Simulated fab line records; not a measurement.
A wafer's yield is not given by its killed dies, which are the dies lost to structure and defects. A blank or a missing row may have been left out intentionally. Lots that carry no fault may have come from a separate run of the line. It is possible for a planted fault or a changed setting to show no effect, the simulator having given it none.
Problem report in the 8D (eight disciplines) form, filled by code -- flow n5 finfet -- the parts of the form that need people (team, actions taken, sign-off) are left out

## 1. PROBLEM STATEMENT
Mean M0_CORE_OVL at N5_BEOL_M0_SAQP_OVL_MEAS_15: 11.6 nm over 6 wafers in 2 lots; fault-free wafers: 0.2 nm, standard deviation 0.78. Measured from the usual mean, that is +15 standard deviations.
Earliest sighting: wafer L942.3 on overlay-01 at day 10 11:11. The record holds 24 wafers of 8 lots with a number at this step. Rule for "out" (also "out of limits"): further than 4 standard deviations from the usual mean. The rest of the wafers with a number are treated as sound.

## 2. WHAT IT IS; WHAT IT IS NOT
question,is,is not
which readings at this step,M0_CORE_OVL,-
which lots,"L942, L943","L923, L929, L931, L932, L944, L945"
which wafers of those lots,all that have a number,-
read on which gauges,overlay-01,overlay-02
when,from day 10 11:11,"up to then (12 sound wafers); but 6 sound wafers of L944, L945 came after"

## 3. SUSPECTS, AND WHAT RULES EACH OUT
Counting: a tool at any process step up to the reading remains a suspect when it ran all the lots that are out and ran no sound lot after the first of those.
- the gauge at N5_BEOL_M0_SAQP_OVL_MEAS_15: kept. All the wafers that are out were read on overlay-01, and no step on other tools shows them out.
- arfi scanner-02 at N5_BEOL_M0_SAQP_EXPOSE_11 (exposes mask M0 CORE, target cd 42 nm): kept. It processed each lot that is out, first L942 at day 10 11:02, and no sound lot thereafter; up to then, the last sound lot it processed was L932 at day 8 04:25.
What counting leaves: arfi scanner-02 at N5_BEOL_M0_SAQP_EXPOSE_11 and overlay-01 at N5_BEOL_M0_SAQP_OVL_MEAS_15.

## 4. THE CAUSE (what the simulator had put in)
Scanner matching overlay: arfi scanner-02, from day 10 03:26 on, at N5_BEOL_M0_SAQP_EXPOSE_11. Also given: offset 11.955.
Counting left 2 suspects, and this tool is among them.

## 5. SEQUENCE OF EFFECTS, ordered by route
One row per reading whose mean, taken over the struck wafers that have a number, lies over 3 standard deviations from the usual. Scope: only readings with a usual standard deviation given in the record; hours: median across lots of the time from each lot's start at the first step in this table that gives one to its start at this step; sigmas: change in usual standard deviations.
hours,step,reading,usual,on struck wafers,change,sigmas
0,N5_BEOL_M0_SAQP_OVL_MEAS_15,M0_CORE_OVL,0.2 nm,11.6,+11.4,+15
Later measuring or inspecting steps at which every struck wafer that the step has a row for has a number for every such reading, and none has moved that far: N5_BEOL_M4_RC_MEAS_101.

## 6. HOW IT WOULD HAVE BEEN CAUGHT EARLIER
8 hours passed between the start of the fault at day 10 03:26 and the first reading out of limits at a measuring or inspecting step in this record, taken at day 10 11:11.
Tool readings at N5_BEOL_M0_SAQP_EXPOSE_11 with a usual standard deviation given in the record: none out on any struck wafer, hence no alarm at a limit of 4 standard deviations on them.
Among the 2 lots that are out, L943 began N5_BEOL_M0_SAQP_EXPOSE_11 on arfi scanner-02 after day 10 11:11. A hold on the tool at that time would have spared it.
